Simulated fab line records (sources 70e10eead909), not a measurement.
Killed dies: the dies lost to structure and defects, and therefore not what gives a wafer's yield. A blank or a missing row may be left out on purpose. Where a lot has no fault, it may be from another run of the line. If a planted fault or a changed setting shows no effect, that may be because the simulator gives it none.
Matching of chambers ; flow nandHarc ; NHARC_A_STAIRCASE_DESCUM_186 on rieDiel-06: 4 sister chambers
The step chemistry O2, time 3 s. 20 wafers are shown with their chamber, then 10 later ones without.

WAFERS, EACH WITH ITS CHAMBER
wafer;chamber;drypumpMotorCurrentA (A);showerheadPlenumPTorr (Torr);chamberPressureMTorr (mTorr)
L667.2;0;5.8;1.88;59.98
L667.4;1;5.8;1.97;60.03
L667.5;2;5.0;1.93;59.99
L670.1;2;5.1;1.93;60.05
L670.2;3;5.9;1.83;59.93
L670.4;1;5.8;1.97;60.01
L669.3;0;5.8;1.88;59.96
L669.4;3;5.9;1.83;59.91
L669.5;2;5.1;1.93;60.12
L672.3;0;5.7;1.88;59.99
L672.5;1;5.8;1.96;60.02
L672.6;0;5.7;1.88;59.92
L675.2;2;5.0;1.92;59.99
L675.5;2;5.0;1.92;60.11
L675.6;1;5.8;1.96;60.08
L677.3;0;5.8;1.87;59.95
L677.4;3;5.9;1.83;59.93
L677.5;0;5.7;1.87;59.98
L678.2;2;5.0;1.92;60.01
L678.5;2;5.0;1.92;60.08

SIGNATURES (means of the wafers above)
reading;chamber 0;chamber 1;chamber 2;chamber 3;scatter within a chamber
drypumpMotorCurrentA;5.750;5.800;5.029;5.900;0.0428
showerheadPlenumPTorr;1.8767;1.9650;1.9243;1.8300;0.00503
chamberPressureMTorr;59.9633;60.0350;60.0500;59.9233;0.0393
Rule: for a wafer and a chamber, the distance is found by dividing, reading by reading, the gap between the wafer's reading and the chamber's mean by the reading's scatter, squaring, summing and taking the root. The wafer belongs to the nearest chamber; if the next one is less than 2 further off, it can't be placed. The scatter: the root of (the sum of the squares of (reading less its chamber's mean) over the shown wafers, divided by (wafers less chambers)).

WAFERS MISSING THEIR CHAMBER
wafer;drypumpMotorCurrentA (A);showerheadPlenumPTorr (Torr);chamberPressureMTorr (mTorr)
L678.6;5.9;1.82;59.93
L685.2;5.9;1.82;60.00
L685.3;5.0;1.91;59.96
L685.4;5.7;1.86;59.97
L686.2;5.9;1.82;59.94
L686.4;5.0;1.91;59.94
L686.5;5.8;1.86;60.00
L688.1;5.7;1.86;60.05
L688.3;5.0;1.91;60.02
L688.6;5.8;1.95;59.92

WHICH CHAMBER EACH ONE RAN IN
wafer;from the rows above;in truth
L678.6;3;3
L685.2;3;3
L685.3;2;2
L685.4;0;0
L686.2;3;3
L686.4;2;2
L686.5;0;0
L688.1;0;0
L688.3;2;2
L688.6;1;1
Correctly placed: 10 of 10. Number that these rows cannot place: 0. Placed wrongly: 0.
